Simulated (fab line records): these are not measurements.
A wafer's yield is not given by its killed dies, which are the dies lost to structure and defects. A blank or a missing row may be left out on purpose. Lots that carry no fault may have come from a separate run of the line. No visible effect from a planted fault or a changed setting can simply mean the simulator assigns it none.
fab line records :: flow n5-finfet :: part 2 of 2: steps 8 to 8 of 8
record
  lots=8
  wafers=24
  last-day=20
route steps=1938 shown BEOL_M0_SAQP@636 BEOL_M4@1111 PASSIVATION@1936
lots untouched by any fault: they come from a run of this same line in which no faults occurred
start-h: the number of hours between the record's first day and the start of the first shown wafer of the lot :: wait-h: how many hours have passed since the lot's step before this one :: " the same as in the row above :: L1.1+2: a row that stands for several wafers :: - value missing, or start not given :: * or withheld: withheld :: < > ~ a bound
route shown NAME@n: NAME is a module with steps in the file, n the number in the route of the first one :: usual: mean/standard deviation of fault-free wafers :: same: alike in all rows :: chamber/n: place in a boat :: sites: each site's reading :: _std_site: the standard deviation of these :: _edge_site: inner sites' mean taken away from outer sites' mean :: radius-mm: for every site, how far away it sits from the centre of the wafer :: mask NAME#n: copy n :: behind: the tool/chamber that last shaped the wafer :: hold: why the lot went on hold/how many hours it stayed there/how the hold came to an end :: device: names the non-switching transistor (n, p or np) :: end of line: the route-end tests of the same wafers :: a step without rows: its recipe alone :: killed: dies lost to structure and defects at the first sort, not the wafer's yield :: map: dies across one wafer; x = killed, . = not, _ = none there
set.NAME: the setting the step ran with; set.NAME@STEP: the setting that earlier step ran with :: model.NAME: the simulator's own value behind a step, which no gauge read
one table for each step of the route and one row for each wafer, over a sample of lots
services: when a tool's chamber went out of use (start-h, in hours from the record's first day, below 0 if earlier), for how many hours, and the reason
## steps
# step N5_PASSIVATION_PROBE_49
# usual
  defect-limited-yield=91.2/1.5
  killed_at_M0_to_M3=36/10
  killed_at_M4_up=14/5.2
  killed-at-contacts=12/6
  killed-at-front-end=37/10
  killed-at-other=4/3.3
  killed-dies=104/18
  killed-open=68/14
  killed-short=34/7.4
  sort_bin_5_function=5.2/1
  sort_bin_6_memory=3.3/0.7
  sort_bin_8_speed=0.01/0.045
  sort-n-pass=1076/18
  sort-yield-pct=91.2/1.5
# same
  gross-dies=1180
  killed-at-back-side=0
  sort_bin_4_leakage[%]=0
lot.wafer: L864.1
tool: prober-01
chamber: -
start-h: 344.30
wait-h: 0.0
defect-limited-yield[%]: 90.2
killed_at_M0_to_M3: 53
killed_at_M4_up: 14
killed-at-contacts: 14
killed-at-front-end: 30
killed-at-other: 5
killed-dies: 116
killed-open: 85
killed-short: 29
sort_bin_5_function[%]: 5.9
sort_bin_6_memory[%]: 3.4
sort_bin_8_speed[%]: 0
sort-n-pass: 1064
sort-yield-pct[%]: 90.2

lot.wafer: L864.4
tool: prober-01
chamber: -
start-h: 344.45
wait-h: 0.2
defect-limited-yield[%]: 90.1
killed_at_M0_to_M3: 27
killed_at_M4_up: 25
killed-at-contacts: 29
killed-at-front-end: 31
killed-at-other: 5
killed-dies: 117
killed-open: 77
killed-short: 33
sort_bin_5_function[%]: 5.3
sort_bin_6_memory[%]: 3.6
sort_bin_8_speed[%]: 0
sort-n-pass: 1063
sort-yield-pct[%]: 90.1

lot.wafer: L864.6
tool: prober-01
chamber: -
start-h: 344.55
wait-h: 0.3
defect-limited-yield[%]: 88.3
killed_at_M0_to_M3: 56
killed_at_M4_up: 18
killed-at-contacts: 23
killed-at-front-end: 41
killed-at-other: 0
killed-dies: 138
killed-open: 96
killed-short: 40
sort_bin_5_function[%]: 7.4
sort_bin_6_memory[%]: 3.9
sort_bin_8_speed[%]: 0
sort-n-pass: 1042
sort-yield-pct[%]: 88.3

lot.wafer: L867.2
tool: prober-02
chamber: -
start-h: 348.20
wait-h: 0.1
defect-limited-yield[%]: 89.7
killed_at_M0_to_M3: 46
killed_at_M4_up: 19
killed-at-contacts: 22
killed-at-front-end: 26
killed-at-other: 8
killed-dies: 121
killed-open: 85
killed-short: 35
sort_bin_5_function[%]: 6.6
sort_bin_6_memory[%]: 3.1
sort_bin_8_speed[%]: 0
sort-n-pass: 1059
sort-yield-pct[%]: 89.7

lot.wafer: L867.4
tool: prober-02
chamber: -
start-h: 348.30
wait-h: 0.2
defect-limited-yield[%]: 87.6
killed_at_M0_to_M3: 44
killed_at_M4_up: 27
killed-at-contacts: 12
killed-at-front-end: 57
killed-at-other: 6
killed-dies: 146
killed-open: 102
killed-short: 42
sort_bin_5_function[%]: 7.6
sort_bin_6_memory[%]: 4.5
sort_bin_8_speed[%]: 0
sort-n-pass: 1034
sort-yield-pct[%]: 87.6

lot.wafer: L867.5
tool: prober-02
chamber: -
start-h: 348.35
wait-h: 0.2
defect-limited-yield[%]: 87.6
killed_at_M0_to_M3: 63
killed_at_M4_up: 26
killed-at-contacts: 14
killed-at-front-end: 36
killed-at-other: 7
killed-dies: 146
killed-open: 95
killed-short: 48
sort_bin_5_function[%]: 7.9
sort_bin_6_memory[%]: 4.0
sort_bin_8_speed[%]: 0
sort-n-pass: 1034
sort-yield-pct[%]: 87.6

lot.wafer: L865.1
tool: prober-01
chamber: -
start-h: 362.77
wait-h: 0.0
defect-limited-yield[%]: 88.0
killed_at_M0_to_M3: 37
killed_at_M4_up: 13
killed-at-contacts: 16
killed-at-front-end: 72
killed-at-other: 4
killed-dies: 142
killed-open: 102
killed-short: 40
sort_bin_5_function[%]: 6.7
sort_bin_6_memory[%]: 4.9
sort_bin_8_speed[%]: 0
sort-n-pass: 1038
sort-yield-pct[%]: 88.0

lot.wafer: L865.3
tool: prober-01
chamber: -
start-h: 362.87
wait-h: 0.1
defect-limited-yield[%]: 88.6
killed_at_M0_to_M3: 47
killed_at_M4_up: 10
killed-at-contacts: 23
killed-at-front-end: 51
killed-at-other: 3
killed-dies: 134
killed-open: 85
killed-short: 49
sort_bin_5_function[%]: 6.4
sort_bin_6_memory[%]: 4.2
sort_bin_8_speed[%]: 0
sort-n-pass: 1046
sort-yield-pct[%]: 88.6

lot.wafer: L865.6
tool: prober-01
chamber: -
start-h: 363.02
wait-h: 0.3
defect-limited-yield[%]: 92.0
killed_at_M0_to_M3: 23
killed_at_M4_up: 9
killed-at-contacts: 20
killed-at-front-end: 39
killed-at-other: 3
killed-dies: 94
killed-open: 58
killed-short: 35
sort_bin_5_function[%]: 4.5
sort_bin_6_memory[%]: 3.1
sort_bin_8_speed[%]: 0
sort-n-pass: 1086
sort-yield-pct[%]: 92.0

lot.wafer: L869.1
tool: prober-01
chamber: -
start-h: 375.60
wait-h: 0.0
defect-limited-yield[%]: 91.9
killed_at_M0_to_M3: 28
killed_at_M4_up: 16
killed-at-contacts: 9
killed-at-front-end: 40
killed-at-other: 3
killed-dies: 96
killed-open: 62
killed-short: 34
sort_bin_5_function[%]: 5.0
sort_bin_6_memory[%]: 2.8
sort_bin_8_speed[%]: 0
sort-n-pass: 1084
sort-yield-pct[%]: 91.9

lot.wafer: L869.4
tool: prober-01
chamber: -
start-h: 375.75
wait-h: 0.2
defect-limited-yield[%]: 93.1
killed_at_M0_to_M3: 24
killed_at_M4_up: 16
killed-at-contacts: 7
killed-at-front-end: 34
killed-at-other: 1
killed-dies: 82
killed-open: 50
killed-short: 31
sort_bin_5_function[%]: 3.6
sort_bin_6_memory[%]: 3.1
sort_bin_8_speed[%]: 0
sort-n-pass: 1098
sort-yield-pct[%]: 93.1

lot.wafer: L869.6
tool: prober-01
chamber: -
start-h: 375.85
wait-h: 0.3
defect-limited-yield[%]: 91.3
killed_at_M0_to_M3: 40
killed_at_M4_up: 10
killed-at-contacts: 8
killed-at-front-end: 44
killed-at-other: 1
killed-dies: 103
killed-open: 63
killed-short: 40
sort_bin_5_function[%]: 5.5
sort_bin_6_memory[%]: 2.9
sort_bin_8_speed[%]: 0
sort-n-pass: 1077
sort-yield-pct[%]: 91.3

lot.wafer: L870.1
tool: prober-01
chamber: -
start-h: 388.69
wait-h: 0.0
defect-limited-yield[%]: 90.8
killed_at_M0_to_M3: 49
killed_at_M4_up: 19
killed-at-contacts: 12
killed-at-front-end: 28
killed-at-other: 0
killed-dies: 108
killed-open: 65
killed-short: 43
sort_bin_5_function[%]: 6.1
sort_bin_6_memory[%]: 2.9
sort_bin_8_speed[%]: 0
sort-n-pass: 1072
sort-yield-pct[%]: 90.8

lot.wafer: L870.2
tool: prober-01
chamber: -
start-h: 388.74
wait-h: 0.1
defect-limited-yield[%]: 92.0
killed_at_M0_to_M3: 35
killed_at_M4_up: 13
killed-at-contacts: 10
killed-at-front-end: 36
killed-at-other: 0
killed-dies: 94
killed-open: 65
killed-short: 28
sort_bin_5_function[%]: 5.3
sort_bin_6_memory[%]: 2.5
sort_bin_8_speed[%]: 0
sort-n-pass: 1086
sort-yield-pct[%]: 92.0

lot.wafer: L870.4
tool: prober-01
chamber: -
start-h: 388.84
wait-h: 0.2
defect-limited-yield[%]: 92.8
killed_at_M0_to_M3: 26
killed_at_M4_up: 11
killed-at-contacts: 11
killed-at-front-end: 35
killed-at-other: 2
killed-dies: 85
killed-open: 57
killed-short: 28
sort_bin_5_function[%]: 3.6
sort_bin_6_memory[%]: 3.5
sort_bin_8_speed[%]: 0
sort-n-pass: 1095
sort-yield-pct[%]: 92.8

lot.wafer: L878.3
tool: prober-01
chamber: -
start-h: 439.15
wait-h: 0.1
defect-limited-yield[%]: 92.5
killed_at_M0_to_M3: 40
killed_at_M4_up: 12
killed-at-contacts: 3
killed-at-front-end: 29
killed-at-other: 5
killed-dies: 89
killed-open: 55
killed-short: 34
sort_bin_5_function[%]: 4.1
sort_bin_6_memory[%]: 3.2
sort_bin_8_speed[%]: 0
sort-n-pass: 1091
sort-yield-pct[%]: 92.5

lot.wafer: L878.4
tool: prober-01
chamber: -
start-h: 439.20
wait-h: 0.2
defect-limited-yield[%]: 62.6
killed_at_M0_to_M3: 337
killed_at_M4_up: 27
killed-at-contacts: 6
killed-at-front-end: 45
killed-at-other: 26
killed-dies: 441
killed-open: 73
killed-short: 50
sort_bin_5_function[%]: 32.7
sort_bin_6_memory[%]: 4.6
sort_bin_8_speed[%]: 0
sort-n-pass: 739
sort-yield-pct[%]: 62.6

lot.wafer: L878.6
tool: prober-01
chamber: -
start-h: 439.30
wait-h: 0.3
defect-limited-yield[%]: 71.0
killed_at_M0_to_M3: 273
killed_at_M4_up: 10
killed-at-contacts: 9
killed-at-front-end: 48
killed-at-other: 2
killed-dies: 342
killed-open: 65
killed-short: 51
sort_bin_5_function[%]: 24.9
sort_bin_6_memory[%]: 3.9
sort_bin_8_speed[%]: 0
sort-n-pass: 838
sort-yield-pct[%]: 71.0

lot.wafer: L877.1
tool: prober-02
chamber: -
start-h: 439.42
wait-h: 0.0
defect-limited-yield[%]: 89.2
killed_at_M0_to_M3: 50
killed_at_M4_up: 14
killed-at-contacts: 10
killed-at-front-end: 46
killed-at-other: 8
killed-dies: 128
killed-open: 91
killed-short: 36
sort_bin_5_function[%]: 6.9
sort_bin_6_memory[%]: 3.6
sort_bin_8_speed[%]: 0.08
sort-n-pass: 1051
sort-yield-pct[%]: 89.1

lot.wafer: L877.3
tool: prober-02
chamber: -
start-h: 439.52
wait-h: 0.1
defect-limited-yield[%]: 71.7
killed_at_M0_to_M3: 260
killed_at_M4_up: 9
killed-at-contacts: 16
killed-at-front-end: 45
killed-at-other: 4
killed-dies: 334
killed-open: 86
killed-short: 28
sort_bin_5_function[%]: 25.5
sort_bin_6_memory[%]: 2.5
sort_bin_8_speed[%]: 0
sort-n-pass: 846
sort-yield-pct[%]: 71.7

lot.wafer: L877.5
tool: prober-02
chamber: -
start-h: 439.62
wait-h: 0.2
defect-limited-yield[%]: 91.6
killed_at_M0_to_M3: 46
killed_at_M4_up: 11
killed-at-contacts: 7
killed-at-front-end: 29
killed-at-other: 6
killed-dies: 99
killed-open: 68
killed-short: 29
sort_bin_5_function[%]: 5.3
sort_bin_6_memory[%]: 2.5
sort_bin_8_speed[%]: 0
sort-n-pass: 1081
sort-yield-pct[%]: 91.6

lot.wafer: L882.1
tool: prober-01
chamber: -
start-h: 478.20
wait-h: 0.0
defect-limited-yield[%]: 91.8
killed_at_M0_to_M3: 42
killed_at_M4_up: 11
killed-at-contacts: 3
killed-at-front-end: 34
killed-at-other: 7
killed-dies: 97
killed-open: 57
killed-short: 39
sort_bin_5_function[%]: 4.7
sort_bin_6_memory[%]: 3.2
sort_bin_8_speed[%]: 0
sort-n-pass: 1083
sort-yield-pct[%]: 91.8

lot.wafer: L882.4
tool: prober-01
chamber: -
start-h: 478.35
wait-h: 0.2
defect-limited-yield[%]: 90.2
killed_at_M0_to_M3: 32
killed_at_M4_up: 16
killed-at-contacts: 13
killed-at-front-end: 49
killed-at-other: 6
killed-dies: 116
killed-open: 72
killed-short: 43
sort_bin_5_function[%]: 5.9
sort_bin_6_memory[%]: 3.4
sort_bin_8_speed[%]: 0
sort-n-pass: 1064
sort-yield-pct[%]: 90.2

lot.wafer: L882.6
tool: prober-01
chamber: -
start-h: 478.45
wait-h: 0.3
defect-limited-yield[%]: 91.9
killed_at_M0_to_M3: 41
killed_at_M4_up: 11
killed-at-contacts: 5
killed-at-front-end: 36
killed-at-other: 2
killed-dies: 95
killed-open: 68
killed-short: 25
sort_bin_5_function[%]: 5.5
sort_bin_6_memory[%]: 2.4
sort_bin_8_speed[%]: 0
sort-n-pass: 1085
sort-yield-pct[%]: 91.9
# killed by level:class
L864.1 BEOL_M3:geometric-particle:open=15 MOL_CONTACT_COAG:geometric-particle:open=14 DUMMY_GATE:geometric-particle:open=10 BEOL_M0_SAQP:geometric-particle:open=9 BEOL_M0_SAQP:geometric-particle:short=9 BEOL_M2:geometric-particle:open=8 BEOL_M4:geometric-particle:open=7 BEOL_M1:geometric-particle:open=4
L864.4 MOL_CONTACT_COAG:geometric-particle:open=21 BEOL_M3:geometric-particle:open=9 MOL_CONTACT_COAG:geometric-particle:short=8 BEOL_M4:geometric-particle:open=8 FIN_SAQP:geometric-particle:open=6 BEOL_M0_SAQP:geometric-particle:open=5 HKMG_FIN:area-etch=5 GATE_CUT:geometric-particle:open=4
L864.6 MOL_CONTACT_COAG:geometric-particle:open=17 BEOL_M0_SAQP:geometric-particle:open=13 FIN_SAQP:geometric-particle:open=11 BEOL_M1:geometric-particle:open=11 BEOL_M0_SAQP:geometric-particle:short=11 BEOL_M2:geometric-particle:open=9 BEOL_M3:geometric-particle:open=8 FIN_SAQP:geometric-particle:short=7
L867.2 MOL_CONTACT_COAG:geometric-particle:open=17 BEOL_M3:geometric-particle:open=15 BEOL_M0_SAQP:geometric-particle:open=10 BEOL_M0_SAQP:geometric-particle:short=8 BEOL_M4:geometric-particle:open=7 MOL_CONTACT_COAG:geometric-particle:short=5 BEOL_M1:geometric-particle:open=5 FIN_SAQP:geometric-particle:open=4
L867.4 STI_FIN_REVEAL:geometric-particle:open=24 BEOL_M4:geometric-particle:open=14 BEOL_M3:geometric-particle:open=11 MOL_CONTACT_COAG:geometric-particle:open=8 BEOL_M2:geometric-particle:open=8 BEOL_M0_SAQP:geometric-particle:short=7 STARTING-WAFER:geometric-particle:open=7 ILD0:geometric-particle:open=5
L867.5 BEOL_M3:geometric-particle:open=15 BEOL_M2:geometric-particle:open=15 BEOL_M4:geometric-particle:open=13 MOL_CONTACT_COAG:geometric-particle:open=11 BEOL_M0_SAQP:geometric-particle:short=9 BEOL_M0_SAQP:geometric-particle:open=6 STARTING-WAFER:geometric-particle:open=6 BEOL_M3:geometric-particle:short=5
L865.1 FIN_SAQP:geometric-particle:open=23 STI_FIN_REVEAL:geometric-particle:open=23 MOL_CONTACT_COAG:geometric-particle:open=12 FIN_SAQP:geometric-particle:short=11 BEOL_M2:geometric-particle:open=9 BEOL_M0_SAQP:geometric-particle:short=7 BEOL_M3:geometric-particle:open=6 STARTING-WAFER:geometric-particle:open=5
L865.3 FIN_SAQP:geometric-particle:open=19 MOL_CONTACT_COAG:geometric-particle:open=15 BEOL_M2:geometric-particle:open=14 FIN_SAQP:geometric-particle:short=12 BEOL_M0_SAQP:geometric-particle:short=10 MOL_CONTACT_COAG:geometric-particle:short=8 ILD0:geometric-particle:short=7 BEOL_M0_SAQP:geometric-particle:open=6
L865.6 MOL_CONTACT_COAG:geometric-particle:open=15 BEOL_M3:geometric-particle:open=9 FIN_SAQP:geometric-particle:short=8 STI_FIN_REVEAL:geometric-particle:open=7 FIN_SAQP:geometric-particle:open=6 GATE_CUT:geometric-particle:short=5 MOL_CONTACT_COAG:geometric-particle:short=5 DUMMY_GATE:geometric-particle:short=4
L869.1 FIN_SAQP:geometric-particle:short=12 FIN_SAQP:geometric-particle:open=9 BEOL_M0_SAQP:geometric-particle:open=8 MOL_CONTACT_COAG:geometric-particle:open=7 ILD0:geometric-particle:open=5 BEOL_M0_SAQP:geometric-particle:short=5 BEOL_M2:geometric-particle:open=5 GATE_CUT:geometric-particle:short=4
L869.4 FIN_SAQP:geometric-particle:short=15 FIN_SAQP:geometric-particle:open=8 BEOL_M0_SAQP:geometric-particle:open=7 MOL_CONTACT_COAG:geometric-particle:open=6 BEOL_M0_SAQP:geometric-particle:short=6 BEOL_M3:geometric-particle:open=6 BEOL_M4:geometric-particle:open=6 STARTING-WAFER:geometric-particle:short=3
L869.6 FIN_SAQP:geometric-particle:short=11 BEOL_M0_SAQP:geometric-particle:open=11 BEOL_M0_SAQP:geometric-particle:short=11 BEOL_M3:geometric-particle:open=11 FIN_SAQP:geometric-particle:open=10 GATE_CUT:geometric-particle:short=7 MOL_CONTACT_COAG:geometric-particle:open=7 ILD0:geometric-particle:short=5
L870.1 BEOL_M0_SAQP:geometric-particle:short=12 BEOL_M3:geometric-particle:open=11 MOL_CONTACT_COAG:geometric-particle:open=9 BEOL_M4:geometric-particle:open=7 STI_FIN_REVEAL:geometric-particle:open=6 BEOL_M0_SAQP:geometric-particle:open=6 FIN_SAQP:geometric-particle:short=5 BEOL_M1:geometric-particle:open=5
L870.2 BEOL_M3:geometric-particle:open=11 MOL_CONTACT_COAG:geometric-particle:open=8 BEOL_M1:geometric-particle:open=8 FIN_SAQP:geometric-particle:short=5 STI_FIN_REVEAL:geometric-particle:open=5 ILD0:geometric-particle:short=5 BEOL_M0_SAQP:geometric-particle:open=5 BEOL_M0_SAQP:geometric-particle:short=5
L870.4 MOL_CONTACT_COAG:geometric-particle:open=11 BEOL_M3:geometric-particle:open=10 FIN_SAQP:geometric-particle:open=8 STI_FIN_REVEAL:geometric-particle:open=8 FIN_SAQP:geometric-particle:short=7 GATE_CUT:geometric-particle:short=6 BEOL_M2:geometric-particle:open=6 BEOL_M0_SAQP:geometric-particle:open=3
L878.3 BEOL_M0_SAQP:geometric-particle:short=11 FIN_SAQP:geometric-particle:open=10 BEOL_M3:geometric-particle:open=9 DUMMY_GATE:geometric-particle:open=7 BEOL_M0_SAQP:geometric-particle:open=7 BEOL_M1:geometric-particle:open=5 FIN_SAQP:geometric-particle:short=3 BEOL_M2:geometric-particle:open=3
L878.4 BEOL_M0_SAQP:area-etchback=299 PASSIVATION:area-etch=19 BEOL_M4:geometric-particle:open=12 BEOL_M4:geometric-particle:short=12 BEOL_M0_SAQP:geometric-particle:open=11 FIN_SAQP:geometric-particle:short=10 FIN_SAQP:geometric-particle:open=9 BEOL_M0_SAQP:geometric-particle:short=8
L878.6 BEOL_M0_SAQP:area-etchback=226 BEOL_M0_SAQP:geometric-particle:short=19 BEOL_M0_SAQP:geometric-particle:open=13 FIN_SAQP:geometric-particle:open=11 DUMMY_GATE:geometric-particle:open=10 FIN_SAQP:geometric-particle:short=9 MOL_CONTACT_COAG:geometric-particle:open=6 BEOL_M5:geometric-particle:open=5
L877.1 BEOL_M2:geometric-particle:open=20 STI_FIN_REVEAL:geometric-particle:open=15 BEOL_M1:geometric-particle:open=11 MOL_CONTACT_COAG:geometric-particle:open=8 FIN_SAQP:geometric-particle:open=7 BEOL_M0_SAQP:geometric-particle:open=6 BEOL_M0_SAQP:geometric-particle:short=5 BEOL_M5:geometric-particle:open=5
L877.3 BEOL_M0_SAQP:area-etchback=220 BEOL_M1:geometric-particle:open=15 MOL_CONTACT_COAG:geometric-particle:open=12 BEOL_M2:geometric-particle:open=11 STI_FIN_REVEAL:geometric-particle:open=10 FIN_SAQP:geometric-particle:open=9 BEOL_M3:geometric-particle:open=6 FIN_SAQP:geometric-particle:short=4
L877.5 BEOL_M0_SAQP:geometric-particle:short=8 BEOL_M1:geometric-particle:open=8 BEOL_M2:geometric-particle:open=8 BEOL_M3:geometric-particle:open=8 MOL_CONTACT_COAG:geometric-particle:open=6 BEOL_M0_SAQP:geometric-particle:open=6 FIN_SAQP:geometric-particle:open=5 GATE_CUT:geometric-particle:open=5
L882.1 BEOL_M0_SAQP:geometric-particle:short=10 BEOL_M3:geometric-particle:open=9 BEOL_M0_SAQP:geometric-particle:open=8 STI_FIN_REVEAL:geometric-particle:open=7 FIN_SAQP:geometric-particle:short=6 FIN_SAQP:geometric-particle:open=5 BEOL_M1:geometric-particle:open=5 DUMMY_GATE:geometric-particle:open=4
L882.4 STI_FIN_REVEAL:geometric-particle:open=23 BEOL_M0_SAQP:geometric-particle:short=10 MOL_CONTACT_COAG:geometric-particle:open=8 STI_FIN_REVEAL:geometric-particle:short=6 BEOL_M1:geometric-particle:open=6 GATE_CUT:geometric-particle:open=5 MOL_CONTACT_COAG:geometric-particle:short=5 FIN_SAQP:geometric-particle:short=4
L882.6 BEOL_M3:geometric-particle:open=11 BEOL_M2:geometric-particle:open=8 BEOL_M0_SAQP:geometric-particle:open=6 FIN_SAQP:geometric-particle:open=5 STI_FIN_REVEAL:geometric-particle:open=5 DUMMY_GATE:geometric-particle:open=5 GATE_CUT:geometric-particle:open=5 MOL_CONTACT_COAG:geometric-particle:open=5
## services
tool: rie-diel-02
chamber: 3
start-h: 114.40
hours: 6.5
kind: repair

tool: rie-diel-03
chamber: 1
start-h: 114.46
hours: 10.7
kind: repair

tool: rie-si-05
chamber: -
start-h: 114.55
hours: 0.3
kind: repair

tool: rie-si-05
chamber: 3
start-h: 124.57
hours: 9.0
kind: repair

tool: pecvd-01
chamber: 0
start-h: 126.68
hours: 2.1
kind: scheduled-down

tool: pecvd-01
chamber: 1
start-h: 132.36
hours: 2.1
kind: scheduled-down

tool: pecvd-04
chamber: -
start-h: 137.39
hours: 14.6
kind: pm

tool: rie-diel-03
chamber: 3
start-h: 139.89
hours: 3.5
kind: repair

tool: rie-si-03
chamber: -
start-h: 143.02
hours: 2.8
kind: pm

tool: rie-si-03
chamber: 3
start-h: 155.41
hours: -
kind: clean

tool: rie-si-03
chamber: 3
start-h: 155.41
hours: 36.2
kind: scheduled-down

tool: rie-si-03
chamber: 3
start-h: 155.41
hours: 36.2
kind: vent-cycle

tool: rie-si-05
chamber: 1
start-h: 157.05
hours: 4.5
kind: repair

tool: rie-diel-02
chamber: 2
start-h: 162.48
hours: 6.6
kind: repair

tool: pecvd-04
chamber: -
start-h: 162.72
hours: 5.5
kind: pm

tool: rie-diel-06
chamber: 3
start-h: 163.11
hours: 4.1
kind: repair

tool: pecvd-02
chamber: -
start-h: 189.15
hours: 0.8
kind: pm

tool: pecvd-01
chamber: -
start-h: 194.92
hours: 1.3
kind: repair

tool: rie-diel-03
chamber: 3
start-h: 200.07
hours: 23.7
kind: repair

tool: rie-si-04
chamber: 2
start-h: 200.53
hours: 13.5
kind: repair

tool: pecvd-02
chamber: 1
start-h: 206.22
hours: 2.9
kind: repair

tool: rie-diel-03
chamber: 2
start-h: 220.43
hours: 3.6
kind: repair

tool: rie-diel-02
chamber: 3
start-h: 230.01
hours: 2.4
kind: repair

tool: rie-diel-02
chamber: 0
start-h: 252.10
hours: 6.5
kind: repair
## key
first-sign
  step=N5_BEOL_M0_SAQP_MANDREL1_REMOVE_100
  reading=oes-product-au
  direction=down
  sigmas=5.9
  usual=0.990
  struck=0.873
effect
  step=N5_BEOL_M0_SAQP_MANDREL_ETCH_103
  reading=oes-product-au
  direction=down
  sigmas=6.2
  usual=0.676
  struck=0.598
effect
  step=N5_PASSIVATION_PROBE_49
  reading=killed_at_M0_to_M3
  direction=up
  sigmas=24
  usual=36
  struck=290
more-kills-born-at
  N5_BEOL_M0_SAQP_SPACER1_ETCHBACK_99@rie-diel-02=745
met-at N5_BEOL_M0_SAQP_SPACER1_ETCHBACK_99
struck-lots L877,L878
struck-wafers L877.3,L878.4,L878.6
baseline-loss
  step=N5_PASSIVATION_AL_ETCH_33
  wafers=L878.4
not-acting-at N5_BEOL_M0_SAQP_PECVD_96,N5_BEOL_M0_SAQP_DESCUM_19,N5_BEOL_M0_SAQP_MANDREL_ETCH_20
fault
  kind=process-parameter-drift
  tool=rie-diel-02
  chamber=3
  onset-h=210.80
  steps=N5_BEOL_M0_SAQP_SPACER1_ETCHBACK_99
  channel=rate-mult
  offset=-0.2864
  shape=step
  end-h=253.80
# baseline-loss: these wafers lose ten dies or more at that step, a loss of the line's own and not of a fault; the sort's usual values leave them out
